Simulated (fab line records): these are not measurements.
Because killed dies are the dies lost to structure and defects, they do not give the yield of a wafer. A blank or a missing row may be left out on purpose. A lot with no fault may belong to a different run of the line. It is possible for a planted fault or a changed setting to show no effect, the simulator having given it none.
Struck lot and sound lot, side by side    flow n5_finfet    15 out of 1938 route steps
Sound: wafers L237.1, L237.2, L237.3. Wafers struck: L225.3, L225.4, L225.5. The cause is given at the end.
For every step that has rows: the tool of each side, followed by ch and its chambers, followed by its first start. Under that, the readings that differ: sound wafers    struck wafers    difference of the means    sigmas: that difference in standard deviations of wafers without a fault.
alike: readings whose means differ by less than 2 such deviations, and words and numbers that are the same on both sides. not compared: withheld readings, readings that some wafer has no value for, bounds like >300 that may hide the same value, and numbers for which the record gives no deviation and whose values overlap.
A row with sigmas, a row that says differs or no value, or rows on one side alone: a step with any of these is where the two part. When numbers do not overlap yet have no deviation, they are printed without sigmas and do not part them. A reading missing from all wafers of one side parts the sides only when that side holds two or more wafers.

first, 1 step without rows for these wafers: N5_GATE_CUT_STRIP_42 (strips in O2).
N5_GATE_CUT_ETCH_19: etches SiNx in CH3F/O2, target depth 53.7 nm, time 76.7 s.
  sound on rie_diel-01 ch 0,1,2, day 8 10:52; struck on rie_diel-01 ch 0,2, day 5 11:39
  alike: drypump_motor_current_A, etch_rf_on_time_s, oes_product_au, rf_vpp_V, showerhead_plenum_p_Torr, throttle_valve_pct
  not compared: rf_hours_counter_h
N5_GATE_CUT_CUT_ETCH_53: etches W in SF6/Cl2, target depth 79.2 nm.
  sound on rie_metal-02 ch 0,1, day 8 10:59; struck on rie_metal-03 ch 0,1, day 5 11:47
  alike: drypump_motor_current_A, etch_rf_on_time_s, oes_product_au, throttle_valve_pct
  not compared: rf_hours_counter_h
then, 4 steps without rows for these wafers: N5_GATE_CUT_CUT_ETCH_54 (etches TiN in Cl2/BCl3, target depth 96.7 nm); N5_GATE_CUT_CUT_ETCH_55 (etches HfO2 in BCl3, target depth 3.2 nm); N5_GATE_CUT_ETCH_47 (etches SiO2 in Cl2/BCl3, target depth 10 nm); N5_GATE_CUT_VAPOR_ETCH_48 (etches TiN in BCl3/Cl2).
N5_GATE_CUT_VAPOR_ETCH_49: etches TiAlC in BCl3/Cl2.
  sound on rie_metal-02 ch 0,1, day 8 11:11; struck on rie_metal-03 ch 0,1, day 5 11:59
  alike: drypump_motor_current_A, oes_product_au
then, 1 step without rows for these wafers: N5_GATE_CUT_VAPOR_ETCH_51 (etches HfO2 in BCl3/Cl2).
N5_GATE_CUT_STRIP_21: strips in N2/H2, time 30 s.
  sound on plasma_asher-01 ch 0,1, day 8 11:16; struck on plasma_asher-02 ch 0,1, day 5 12:04
  alike: drypump_motor_current_A, heater_power_w, temp_c
  not compared: rf_hours_counter_h
then, 2 steps without rows for these wafers: N5_GATE_CUT_STRIP_29 (strips in post etch residue remover, time 60 s); N5_GATE_CUT_SRD_52 (time 30 s).
N5_GATE_CUT_ALD_22: deposits SiNx, target thk 16 nm, pulse time 1 s, ald cycles 320.
  sound on ald_sin-01 ch 0,1,2, day 8 11:28; struck on ald_sin-04 ch 1,2,3, day 5 12:12
reading                                    sound        struck          difference  sigmas
ald_cycles                                 320 320 320  290 290 290     -30         
model.SiNx_of_GATE_CUT_ALD_22.thk_nm (nm)  16 15.8 16   14.4 14.6 14.6  -1.4        
  alike: heater_power_w, precursor_pulse_height_rel
N5_GATE_CUT_CMP_23: polishes, stops on SiO2, t overpolish 23.4 s, target thk 16 nm.
  sound on cmp-01 ch 0,2,3, day 8 12:59; struck on cmp-03 ch 0,1, day 5 13:44
  alike: motor_current_A, slurry_filter_dp_kPa
  not compared: pad_life_wafers
-- here the record skips 4 days between the struck wafers' starts before and after, leaving off in module GATE_CUT and picking up in module BEOL_M4 (first step shown: number 1111 of the route) --
N5_BEOL_M4_RC_MEAS_101:
  sound on prober-02 ch 0, day 12 09:47; struck on prober-01 ch 0, day 9 08:56
  alike: DIBL_N, DIBL_P, IOFF_N, IOFF_P, ION_N, ION_P, SS_N, SS_P, VT_N, VT_P

== WHERE THEY PART ==
Nowhere in this record.

WHY: whatever the simulator had introduced
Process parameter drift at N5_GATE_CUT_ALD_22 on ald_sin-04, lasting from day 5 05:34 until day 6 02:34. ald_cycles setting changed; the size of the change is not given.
